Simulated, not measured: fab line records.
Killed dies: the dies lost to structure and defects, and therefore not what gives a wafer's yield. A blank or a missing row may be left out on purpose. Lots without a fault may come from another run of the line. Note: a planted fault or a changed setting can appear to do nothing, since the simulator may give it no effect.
A single fault, viewed from 3 desks + flow n5 finfet + numbers are kept per desk, each desk with only its own; the story behind them comes last

== AT THE TOOL OWNER'S DESK: rie metal-01 ==
The tool's own readings at N5_BEOL_M4_HM_OPEN_17 (chemistry Cl2/BCl3, target TiN, target depth 20 nm, overetch 6 nm): means of the sampled wafers that have a number, for each lot that ran on this tool. A lot is out of limits, marked OUT, if its mean lies more than 4 standard deviations from the usual mean; the brackets give that distance.
Columns: A = bias w at N5_BEOL_M4_HM_OPEN_17, usual 126.0 W; B = drypump motor current A at N5_BEOL_M4_HM_OPEN_17, usual 5.6 A; C = oes product au at N5_BEOL_M4_HM_OPEN_17, usual 0.62 a.u.; D = throttle valve pct at N5_BEOL_M4_HM_OPEN_17, usual 22.2 %
| lot  | first seen here | A     | B   | C    | D    |
|------|-----------------|-------|-----|------|------|
| L587 | day 7 19:02     | 125.7 | 5.5 | 0.65 | 21.9 |
| L588 | day 8 02:14     | 125.7 | 5.8 | 0.68 | 21.8 |
| L594 | day 10 06:07    | 126.2 | 5.5 | 0.64 | 21.9 |
| L601 | day 11 09:21    | 126.1 | 5.5 | 0.63 | 21.9 |
| L603 | day 11 19:43    | 126.0 | 5.5 | 0.63 | 21.9 |
This desk's verdict: no lot among the 5 shows anything out of limits.

== THE DEFECT DESK ==
For each lot, the counts of the inspections along the route, averaged over the sampled wafers that have a number. A lot is out of limits, marked OUT, if its mean lies more than 4 standard deviations from the usual mean; the brackets give that distance.
Columns: A = raw defect count at N5_BEOL_M4_INSPECT_30, usual 393
| lot  | first seen here | A   |
|------|-----------------|-----|
| L586 | day 7 11:23     | 395 |
| L587 | day 7 19:35     | 444 |
| L588 | day 8 02:49     | 318 |
| L595 | day 9 22:50     | 436 |
| L594 | day 10 06:49    | 358 |
| L601 | day 11 10:02    | 525 |
| L603 | day 11 20:19    | 636 |
| L608 | day 13 10:36    | 368 |
| L609 | day 13 17:53    | 392 |
This desk's verdict: no lot among the 9 shows anything out of limits.

== AT THE METROLOGY DESK ==
Lot by lot, what the gauges showed, no matter which tool ran the lot: averages of those sampled wafers that carry a number. A lot is out of limits, marked OUT, if its mean lies more than 4 standard deviations from the usual mean; the brackets give that distance. Only the readings that lie furthest out on some lot appear, 7 of the 11 it has.
Columns: A = cd nm at N5_BEOL_M4_CD_MEAS_28, usual 26.13 nm; B = DIBL_P at N5_BEOL_M4_RC_MEAS_101, usual 38 mV/V; C = IOFF_N at N5_BEOL_M4_RC_MEAS_101, usual 0.19 nA/um; D = IOFF_P at N5_BEOL_M4_RC_MEAS_101, usual 0.24 nA/um; E = ION_N at N5_BEOL_M4_RC_MEAS_101, usual 679 uA/um; F = SS_P at N5_BEOL_M4_RC_MEAS_101, usual 73.7 mV/dec; G = VT_P at N5_BEOL_M4_RC_MEAS_101, usual -249 mV
| lot  | first seen here | A     | B  | C    | D    | E   | F    | G    |
|------|-----------------|-------|----|------|------|-----|------|------|
| L586 | day 7 11:18     | 26.03 | 38 | 0.18 | 0.23 | 672 | 73.5 | -248 |
| L587 | day 7 19:30     | 26.26 | 39 | 0.18 | 0.24 | 676 | 73.8 | -250 |
| L588 | day 8 02:43     | 26.49 | 39 | 0.16 | 0.21 | 670 | 73.8 | -250 |
| L595 | day 9 22:44     | 25.89 | 38 | 0.20 | 0.27 | 684 | 73.9 | -245 |
| L594 | day 10 06:44    | 26.42 | 37 | 0.14 | 0.20 | 660 | 73.5 | -251 |
| L601 | day 11 09:57    | 26.18 | 43 | 0.26 | 0.32 | 693 | 74.8 | -245 |
| L603 | day 11 20:13    | 26.13 | 37 | 0.18 | 0.21 | 673 | 73.5 | -252 |
| L608 | day 13 10:31    | 26.17 | 38 | 0.17 | 0.22 | 676 | 73.9 | -251 |
| L609 | day 13 17:48    | 26.08 | 38 | 0.17 | 0.23 | 683 | 73.6 | -250 |
This desk's verdict: no lot among the 9 shows anything out of limits.

== PUT TOGETHER ==
The desk of the tool owner found nothing out of limits.
No out-of-limits result turned up at the defect desk.
Metrology desk: nothing out of limits seen.

== WHAT THE SIMULATOR PUT IN ==
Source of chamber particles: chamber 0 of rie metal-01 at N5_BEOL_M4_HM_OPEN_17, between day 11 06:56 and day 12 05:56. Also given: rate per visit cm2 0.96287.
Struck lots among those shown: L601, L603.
